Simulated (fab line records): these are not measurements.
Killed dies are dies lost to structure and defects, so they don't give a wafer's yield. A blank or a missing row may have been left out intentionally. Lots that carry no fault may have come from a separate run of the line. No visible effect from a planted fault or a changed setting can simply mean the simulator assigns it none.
Which tool did it? || flow nand harc || 72 wafers from 24 lots sampled at 4 of the route's 1159 steps

WHAT EACH GAUGE READ, for each wafer
NHARC_P_BONDPAD_CD_MEAS_13.
{"lot": "L074", "measured": "day 6 12:48", "on": "cd sem-02", "cd nm (nm)": "499.5 499.0 499.9"}
{"lot": "L075", "measured": "day 6 23:59", "on": "cd sem-03", "cd nm (nm)": "497.0 499.7 496.3"}
{"lot": "L076", "measured": "day 7 01:13", "on": "cd sem-03", "cd nm (nm)": "500.6 497.8 499.3"}
{"lot": "L077", "measured": "day 7 01:31", "on": "cd sem-03", "cd nm (nm)": "500.0 497.3 499.4"}
{"lot": "L079", "measured": "day 7 12:05", "on": "cd sem-01", "cd nm (nm)": "499.3 501.5 505.8"}
{"lot": "L078", "measured": "day 7 13:14", "on": "cd sem-02", "cd nm (nm)": "498.9 500.4 497.6"}
{"lot": "L080", "measured": "day 7 19:56", "on": "cd sem-01", "cd nm (nm)": "497.0 497.9 499.4"}
{"lot": "L081", "measured": "day 7 20:38", "on": "cd sem-01", "cd nm (nm)": "498.1 497.5 495.6"}
{"lot": "L082", "measured": "day 8 09:38", "on": "cd sem-02", "cd nm (nm)": "502.3 498.2 499.4"}
{"lot": "L083", "measured": "day 8 10:41", "on": "cd sem-01", "cd nm (nm)": "498.5 495.5 497.3"}
{"lot": "L084", "measured": "day 9 01:22", "on": "cd sem-03", "cd nm (nm)": "502.7 499.9 500.5"}
{"lot": "L085", "measured": "day 9 02:40", "on": "cd sem-03", "cd nm (nm)": "503.1 501.8 503.0"}
{"lot": "L086", "measured": "day 9 15:31", "on": "cd sem-01", "cd nm (nm)": "498.9 497.8 499.6"}
{"lot": "L087", "measured": "day 9 16:19", "on": "cd sem-03", "cd nm (nm)": "504.3 503.6 502.3"}
{"lot": "L088", "measured": "day 9 22:14", "on": "cd sem-01", "cd nm (nm)": "501.6 498.7 499.8"}
{"lot": "L089", "measured": "day 10 03:17", "on": "cd sem-02", "cd nm (nm)": "499.3 500.5 500.7"}
{"lot": "L090", "measured": "day 10 03:20", "on": "cd sem-01", "cd nm (nm)": "494.0 497.3 496.9"}
{"lot": "L091", "measured": "day 10 12:11", "on": "cd sem-03", "cd nm (nm)": "500.8 505.1 500.4"}
{"lot": "L092", "measured": "day 10 13:01", "on": "cd sem-03", "cd nm (nm)": "497.4 501.1 497.7"}
{"lot": "L093", "measured": "day 10 23:37", "on": "cd sem-03", "cd nm (nm)": "498.7 498.6 498.3"}
{"lot": "L094", "measured": "day 11 01:29", "on": "cd sem-03", "cd nm (nm)": "501.2 501.7 497.7"}
{"lot": "L095", "measured": "day 11 12:49", "on": "cd sem-03", "cd nm (nm)": "502.0 500.5 498.0"}
{"lot": "L097", "measured": "day 11 22:13", "on": "cd sem-03", "cd nm (nm)": "499.5 497.4 501.4"}
{"lot": "L096", "measured": "day 12 03:07", "on": "cd sem-03", "cd nm (nm)": "500.8 501.5 498.8"}

NHARC_A_ONON_D1_INSPECT_32.
{"lot": "L074", "measured": "day 8 05:16", "on": "defect inspect-02", "raw defect count": "96 124 122"}
{"lot": "L075", "measured": "day 8 15:28", "on": "defect inspect-02", "raw defect count": "75 55 65"}
{"lot": "L076", "measured": "day 8 15:35", "on": "defect inspect-02", "raw defect count": "80 42 79"}
{"lot": "L077", "measured": "day 8 15:21", "on": "defect inspect-02", "raw defect count": "60 55 35"}
{"lot": "L079", "measured": "day 9 02:49", "on": "defect inspect-02", "raw defect count": "82 80 69"}
{"lot": "L078", "measured": "day 9 02:53", "on": "defect inspect-01", "raw defect count": "58 52 30"}
{"lot": "L080", "measured": "day 9 10:49", "on": "defect inspect-02", "raw defect count": "66 88 92"}
{"lot": "L081", "measured": "day 9 10:59", "on": "defect inspect-02", "raw defect count": "90 59 74"}
{"lot": "L082", "measured": "day 10 01:54", "on": "defect inspect-01", "raw defect count": "111 59 81"}
{"lot": "L083", "measured": "day 10 02:01", "on": "defect inspect-02", "raw defect count": "80 92 128"}
{"lot": "L084", "measured": "day 10 23:52", "on": "defect inspect-01", "raw defect count": "92 112 76"}
{"lot": "L085", "measured": "day 10 23:58", "on": "defect inspect-01", "raw defect count": "73 59 95"}
{"lot": "L086", "measured": "day 11 12:07", "on": "defect inspect-01", "raw defect count": "87 69 86"}
{"lot": "L087", "measured": "day 11 11:48", "on": "defect inspect-01", "raw defect count": "56 89 77"}
{"lot": "L088", "measured": "day 11 11:57", "on": "defect inspect-01", "raw defect count": "56 84 91"}
{"lot": "L089", "measured": "day 11 19:51", "on": "defect inspect-02", "raw defect count": "75 115 97"}
{"lot": "L090", "measured": "day 11 20:06", "on": "defect inspect-02", "raw defect count": "55 56 70"}
{"lot": "L091", "measured": "day 12 02:51", "on": "defect inspect-01", "raw defect count": "42 48 43"}
{"lot": "L092", "measured": "day 12 02:51", "on": "defect inspect-02", "raw defect count": "73 95 139"}
{"lot": "L093", "measured": "day 12 14:06", "on": "defect inspect-01", "raw defect count": "103 88 83"}
{"lot": "L094", "measured": "day 12 14:05", "on": "defect inspect-01", "raw defect count": "46 39 69"}
{"lot": "L095", "measured": "day 13 05:31", "on": "defect inspect-01", "raw defect count": "59 99 71"}
{"lot": "L097", "measured": "day 13 12:26", "on": "defect inspect-02", "raw defect count": "89 67 78"}
{"lot": "L096", "measured": "day 13 20:20", "on": "defect inspect-01", "raw defect count": "47 68 45"}

WHICH TOOL RAN EACH LOT (tool, then ch and the chambers of the sampled wafers, then the start)
{"lot": "L074", "NHARC_P_BONDPAD_STRIP_15": "rie diel-01 ch 1,2,3, day 6 12:54", "NHARC_P_BONDPAD_ANNEAL_28": "rtp anneal-01 ch 0, day 6 14:16"}
{"lot": "L075", "NHARC_P_BONDPAD_STRIP_15": "rie diel-07 ch 0,2,3, day 7 00:05", "NHARC_P_BONDPAD_ANNEAL_28": "rtp anneal-01 ch 0, day 7 01:23"}
{"lot": "L076", "NHARC_P_BONDPAD_STRIP_15": "rie diel-07 ch 0,1,2, day 7 01:19", "NHARC_P_BONDPAD_ANNEAL_28": "rtp anneal-01 ch 0, day 7 02:38"}
{"lot": "L077", "NHARC_P_BONDPAD_STRIP_15": "rie diel-07 ch 0,3, day 7 01:35", "NHARC_P_BONDPAD_ANNEAL_28": "rtp anneal-02 ch 0, day 7 02:52"}
{"lot": "L079", "NHARC_P_BONDPAD_STRIP_15": "rie diel-07 ch 0,2,3, day 7 12:10", "NHARC_P_BONDPAD_ANNEAL_28": "rtp anneal-02 ch 0, day 7 13:28"}
{"lot": "L078", "NHARC_P_BONDPAD_STRIP_15": "rie diel-07 ch 0,1,3, day 7 13:19", "NHARC_P_BONDPAD_ANNEAL_28": "rtp anneal-01 ch 0, day 7 14:44"}
{"lot": "L080", "NHARC_P_BONDPAD_STRIP_15": "rie diel-04 ch 0,1,3, day 7 20:00", "NHARC_P_BONDPAD_ANNEAL_28": "rtp anneal-01 ch 0, day 7 21:29"}
{"lot": "L081", "NHARC_P_BONDPAD_STRIP_15": "rie diel-07 ch 0,1,3, day 7 20:44", "NHARC_P_BONDPAD_ANNEAL_28": "rtp anneal-01 ch 0, day 7 22:10"}
{"lot": "L082", "NHARC_P_BONDPAD_STRIP_15": "rie diel-07 ch 1,2,3, day 8 09:44", "NHARC_P_BONDPAD_ANNEAL_28": "rtp anneal-02 ch 0, day 8 11:01"}
{"lot": "L083", "NHARC_P_BONDPAD_STRIP_15": "rie diel-07 ch 1,3, day 8 10:46", "NHARC_P_BONDPAD_ANNEAL_28": "rtp anneal-02 ch 0, day 8 12:10"}
{"lot": "L084", "NHARC_P_BONDPAD_STRIP_15": "rie diel-07 ch 0,1,3, day 9 01:29", "NHARC_P_BONDPAD_ANNEAL_28": "rtp anneal-01 ch 0, day 9 02:45"}
{"lot": "L085", "NHARC_P_BONDPAD_STRIP_15": "rie diel-07 ch 0,2,3, day 9 02:50", "NHARC_P_BONDPAD_ANNEAL_28": "rtp anneal-01 ch 0, day 9 04:16"}
{"lot": "L086", "NHARC_P_BONDPAD_STRIP_15": "rie diel-07 ch 0,1,2, day 9 15:37", "NHARC_P_BONDPAD_ANNEAL_28": "rtp anneal-02 ch 0, day 9 16:54"}
{"lot": "L087", "NHARC_P_BONDPAD_STRIP_15": "rie diel-07 ch 1,2,3, day 9 16:23", "NHARC_P_BONDPAD_ANNEAL_28": "rtp anneal-01 ch 0, day 9 17:44"}
{"lot": "L088", "NHARC_P_BONDPAD_STRIP_15": "rie diel-07 ch 1,2, day 9 22:18", "NHARC_P_BONDPAD_ANNEAL_28": "rtp anneal-01 ch 0, day 9 23:54"}
{"lot": "L089", "NHARC_P_BONDPAD_STRIP_15": "rie diel-07 ch 1,2,3, day 10 03:22", "NHARC_P_BONDPAD_ANNEAL_28": "rtp anneal-02 ch 0, day 10 04:47"}
{"lot": "L090", "NHARC_P_BONDPAD_STRIP_15": "rie diel-01 ch 2,3, day 10 03:25", "NHARC_P_BONDPAD_ANNEAL_28": "rtp anneal-01 ch 0, day 10 04:53"}
{"lot": "L091", "NHARC_P_BONDPAD_STRIP_15": "rie diel-04 ch 0,2,3, day 10 12:16", "NHARC_P_BONDPAD_ANNEAL_28": "rtp anneal-02 ch 0, day 10 13:36"}
{"lot": "L092", "NHARC_P_BONDPAD_STRIP_15": "rie diel-04 ch 0,1,2, day 10 13:06", "NHARC_P_BONDPAD_ANNEAL_28": "rtp anneal-02 ch 0, day 10 14:28"}
{"lot": "L093", "NHARC_P_BONDPAD_STRIP_15": "rie diel-07 ch 1,2,3, day 10 23:41", "NHARC_P_BONDPAD_ANNEAL_28": "rtp anneal-02 ch 0, day 11 00:58"}
{"lot": "L094", "NHARC_P_BONDPAD_STRIP_15": "rie diel-07 ch 0,2,3, day 11 01:35", "NHARC_P_BONDPAD_ANNEAL_28": "rtp anneal-01 ch 0, day 11 02:55"}
{"lot": "L095", "NHARC_P_BONDPAD_STRIP_15": "rie diel-07 ch 0,1,2, day 11 12:53", "NHARC_P_BONDPAD_ANNEAL_28": "rtp anneal-02 ch 0, day 11 14:10"}
{"lot": "L097", "NHARC_P_BONDPAD_STRIP_15": "rie diel-07 ch 0,3, day 11 22:18", "NHARC_P_BONDPAD_ANNEAL_28": "rtp anneal-01 ch 0, day 11 23:35"}
{"lot": "L096", "NHARC_P_BONDPAD_STRIP_15": "rie diel-07 ch 1,3, day 12 03:12", "NHARC_P_BONDPAD_ANNEAL_28": "rtp anneal-01 ch 0, day 12 04:28"}
- NHARC_P_BONDPAD_STRIP_15: strips in O2.
- NHARC_P_BONDPAD_ANNEAL_28: time 90 s.

WHAT THE TOOLS THEMSELVES READ (means of the sampled wafers that have a number; where no wafer has one, the mark that the record gives instead)
NHARC_P_BONDPAD_STRIP_15.
{"lot": "L074", "tool": "rie diel-01", "drypump motor current A (A)": 5.45, "oes product au (a.u.)": 0.994, "rf vpp V (V)": 58.3, "showerhead plenum p Torr (Torr)": 3.46, "throttle valve pct (%)": 17.037}
{"lot": "L075", "tool": "rie diel-07", "drypump motor current A (A)": 5.80, "oes product au (a.u.)": 0.995, "rf vpp V (V)": 56.5, "showerhead plenum p Torr (Torr)": 3.48, "throttle valve pct (%)": 17.033}
{"lot": "L076", "tool": "rie diel-07", "drypump motor current A (A)": 5.84, "oes product au (a.u.)": 1.001, "rf vpp V (V)": 57.7, "showerhead plenum p Torr (Torr)": 3.38, "throttle valve pct (%)": 17.036}
{"lot": "L077", "tool": "rie diel-07", "drypump motor current A (A)": 5.75, "oes product au (a.u.)": 0.996, "rf vpp V (V)": 57.8, "showerhead plenum p Torr (Torr)": 3.62, "throttle valve pct (%)": 17.037}
{"lot": "L079", "tool": "rie diel-07", "drypump motor current A (A)": 5.82, "oes product au (a.u.)": 1.002, "rf vpp V (V)": 58.2, "showerhead plenum p Torr (Torr)": 3.48, "throttle valve pct (%)": 17.036}
{"lot": "L078", "tool": "rie diel-07", "drypump motor current A (A)": 5.77, "oes product au (a.u.)": 0.993, "rf vpp V (V)": 57.7, "showerhead plenum p Torr (Torr)": 3.51, "throttle valve pct (%)": 17.044}
{"lot": "L080", "tool": "rie diel-04", "drypump motor current A (A)": 5.29, "oes product au (a.u.)": 1.004, "rf vpp V (V)": 56.8, "showerhead plenum p Torr (Torr)": 3.50, "throttle valve pct (%)": 17.038}
{"lot": "L081", "tool": "rie diel-07", "drypump motor current A (A)": 5.76, "oes product au (a.u.)": 0.988, "rf vpp V (V)": 58.2, "showerhead plenum p Torr (Torr)": 3.51, "throttle valve pct (%)": 17.035}
{"lot": "L082", "tool": "rie diel-07", "drypump motor current A (A)": 5.73, "oes product au (a.u.)": 0.996, "rf vpp V (V)": 57.2, "showerhead plenum p Torr (Torr)": 3.49, "throttle valve pct (%)": 17.034}
{"lot": "L083", "tool": "rie diel-07", "drypump motor current A (A)": 5.65, "oes product au (a.u.)": 0.987, "rf vpp V (V)": 58.0, "showerhead plenum p Torr (Torr)": 3.63, "throttle valve pct (%)": 17.040}
{"lot": "L084", "tool": "rie diel-07", "drypump motor current A (A)": 5.78, "oes product au (a.u.)": 0.993, "rf vpp V (V)": 56.9, "showerhead plenum p Torr (Torr)": 3.51, "throttle valve pct (%)": 17.039}
{"lot": "L085", "tool": "rie diel-07", "drypump motor current A (A)": 5.80, "oes product au (a.u.)": 0.994, "rf vpp V (V)": 57.4, "showerhead plenum p Torr (Torr)": 3.48, "throttle valve pct (%)": 17.035}
{"lot": "L086", "tool": "rie diel-07", "drypump motor current A (A)": 5.83, "oes product au (a.u.)": 0.994, "rf vpp V (V)": 57.4, "showerhead plenum p Torr (Torr)": 3.37, "throttle valve pct (%)": 17.042}
{"lot": "L087", "tool": "rie diel-07", "drypump motor current A (A)": 5.72, "oes product au (a.u.)": 0.995, "rf vpp V (V)": 58.3, "showerhead plenum p Torr (Torr)": 3.49, "throttle valve pct (%)": 17.035}
{"lot": "L088", "tool": "rie diel-07", "drypump motor current A (A)": 5.80, "oes product au (a.u.)": 0.997, "rf vpp V (V)": 57.0, "showerhead plenum p Torr (Torr)": 3.35, "throttle valve pct (%)": 17.033}
{"lot": "L089", "tool": "rie diel-07", "drypump motor current A (A)": 5.73, "oes product au (a.u.)": 0.993, "rf vpp V (V)": 57.7, "showerhead plenum p Torr (Torr)": 3.49, "throttle valve pct (%)": 17.037}
{"lot": "L090", "tool": "rie diel-01", "drypump motor current A (A)": 5.95, "oes product au (a.u.)": 1.006, "rf vpp V (V)": 56.6, "showerhead plenum p Torr (Torr)": 3.49, "throttle valve pct (%)": 17.041}
{"lot": "L091", "tool": "rie diel-04", "drypump motor current A (A)": 5.59, "oes product au (a.u.)": 0.995, "rf vpp V (V)": 57.4, "showerhead plenum p Torr (Torr)": 3.47, "throttle valve pct (%)": 17.037}
{"lot": "L092", "tool": "rie diel-04", "drypump motor current A (A)": 5.46, "oes product au (a.u.)": 1.007, "rf vpp V (V)": 58.2, "showerhead plenum p Torr (Torr)": 3.52, "throttle valve pct (%)": 17.037}
{"lot": "L093", "tool": "rie diel-07", "drypump motor current A (A)": 5.74, "oes product au (a.u.)": 0.993, "rf vpp V (V)": 58.1, "showerhead plenum p Torr (Torr)": 3.49, "throttle valve pct (%)": 17.028}
{"lot": "L094", "tool": "rie diel-07", "drypump motor current A (A)": 5.79, "oes product au (a.u.)": 1.001, "rf vpp V (V)": 58.3, "showerhead plenum p Torr (Torr)": 3.48, "throttle valve pct (%)": 17.040}
{"lot": "L095", "tool": "rie diel-07", "drypump motor current A (A)": 5.83, "oes product au (a.u.)": 0.995, "rf vpp V (V)": 57.8, "showerhead plenum p Torr (Torr)": 3.37, "throttle valve pct (%)": 17.030}
{"lot": "L097", "tool": "rie diel-07", "drypump motor current A (A)": 5.85, "oes product au (a.u.)": 1.007, "rf vpp V (V)": 56.9, "showerhead plenum p Torr (Torr)": 3.50, "throttle valve pct (%)": 17.040}
{"lot": "L096", "tool": "rie diel-07", "drypump motor current A (A)": 5.66, "oes product au (a.u.)": 0.998, "rf vpp V (V)": 58.6, "showerhead plenum p Torr (Torr)": 3.62, "throttle valve pct (%)": 17.031}

NHARC_P_BONDPAD_ANNEAL_28.
{"lot": "L074", "tool": "rtp anneal-01", "wafer_temp_C_max": 226.7}
{"lot": "L075", "tool": "rtp anneal-01", "wafer_temp_C_max": 226.7}
{"lot": "L076", "tool": "rtp anneal-01", "wafer_temp_C_max": 227.0}
{"lot": "L077", "tool": "rtp anneal-02", "wafer_temp_C_max": 226.4}
{"lot": "L079", "tool": "rtp anneal-02", "wafer_temp_C_max": 226.0}
{"lot": "L078", "tool": "rtp anneal-01", "wafer_temp_C_max": 226.8}
{"lot": "L080", "tool": "rtp anneal-01", "wafer_temp_C_max": 226.8}
{"lot": "L081", "tool": "rtp anneal-01", "wafer_temp_C_max": 226.5}
{"lot": "L082", "tool": "rtp anneal-02", "wafer_temp_C_max": 226.3}
{"lot": "L083", "tool": "rtp anneal-02", "wafer_temp_C_max": 226.2}
{"lot": "L084", "tool": "rtp anneal-01", "wafer_temp_C_max": 226.9}
{"lot": "L085", "tool": "rtp anneal-01", "wafer_temp_C_max": 227.0}
{"lot": "L086", "tool": "rtp anneal-02", "wafer_temp_C_max": 226.2}
{"lot": "L087", "tool": "rtp anneal-01", "wafer_temp_C_max": 226.3}
{"lot": "L088", "tool": "rtp anneal-01", "wafer_temp_C_max": 226.4}
{"lot": "L089", "tool": "rtp anneal-02", "wafer_temp_C_max": 226.1}
{"lot": "L090", "tool": "rtp anneal-01", "wafer_temp_C_max": 226.5}
{"lot": "L091", "tool": "rtp anneal-02", "wafer_temp_C_max": 226.2}
{"lot": "L092", "tool": "rtp anneal-02", "wafer_temp_C_max": 226.0}
{"lot": "L093", "tool": "rtp anneal-02", "wafer_temp_C_max": 226.1}
{"lot": "L094", "tool": "rtp anneal-01", "wafer_temp_C_max": 226.9}
{"lot": "L095", "tool": "rtp anneal-02", "wafer_temp_C_max": 226.4}
{"lot": "L097", "tool": "rtp anneal-01", "wafer_temp_C_max": 226.9}
{"lot": "L096", "tool": "rtp anneal-01", "wafer_temp_C_max": 226.6}

THE ANSWER, worked out from the rows above alone
Rule: the lots themselves supply what counts as usual. The widest of any qualifying gaps counts: lots, ordered by their means at a reading, are off when they make up no more than a third of the lots, leave a main group of 4 or more, and stand apart from it by 3 or more times the standard deviation of that group's means. Not used: any main group whose means are identical at the precision the tables above print for the reading. Also off: a lot with no number at a reading for which 4 or more lots have one. Any other lot the step has rows for is counted as sound. First the gauges in route order, then the tools' own readings, where a lot's mean is used as printed above. At the first step where some lot is off, the reading lying furthest off is the one used; lots without a number count as furthest.
No lot is off at any reading shown: from this, nothing can be told.

WHAT WAS PUT IN BY THE SIMULATOR
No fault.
